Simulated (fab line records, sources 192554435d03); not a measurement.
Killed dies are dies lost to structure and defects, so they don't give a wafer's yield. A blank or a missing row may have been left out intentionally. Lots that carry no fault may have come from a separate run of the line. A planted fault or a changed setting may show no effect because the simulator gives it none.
Chamber matching    flow n5Finfet    N5_BEOL_M12_DESCUM_15 on rieDiel-02 has 4 sister chambers
The step chemistry O2, time 7.9 s. 4 wafers are shown with their chamber, then 8 later ones without.

== WAFERS, EACH WITH ITS CHAMBER ==
wafer   chamber  drypumpMotorCurrentA (A)
L086.1  1        5.2
L086.3  3        5.1
L086.5  0        6.1
L090.3  2        5.3

== WAFERS WITHOUT THEIR CHAMBER ==
wafer   drypumpMotorCurrentA (A)
L090.4  5.3
L090.6  5.3
L094.3  5.3
L094.5  6.2
L094.6  5.2
L096.1  6.2
L096.2  5.2
L096.5  5.3

== EACH ONE'S CHAMBER ==
wafer   from the rows above      in truth
L090.4  can't be placed: 2 or 1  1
L090.6  can't be placed: 2 or 1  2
L094.3  can't be placed: 2 or 1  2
L094.5  0                        0
L094.6  can't be placed: 1 or 2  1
L096.1  0                        0
L096.2  can't be placed: 1 or 2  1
L096.5  can't be placed: 2 or 1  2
Placed correctly: 2 of 8. Cannot be placed on the basis of these rows: 6; the candidates contain the true chamber in 6. Wrongly placed: 0.
How it was worked out, from the rows above alone: a wafer's distance from a chamber is the root of the sum, over the readings, of the square of ((its reading less the chamber's mean) divided by the reading's scatter). The wafer belongs to the nearest chamber; if the next one is less than 2 further off, it can't be placed. Each chamber's mean is taken over the wafers shown for it. The scatter: root of mean squared gap, hidden wafer to nearest shown wafer, with one shown wafer a chamber.
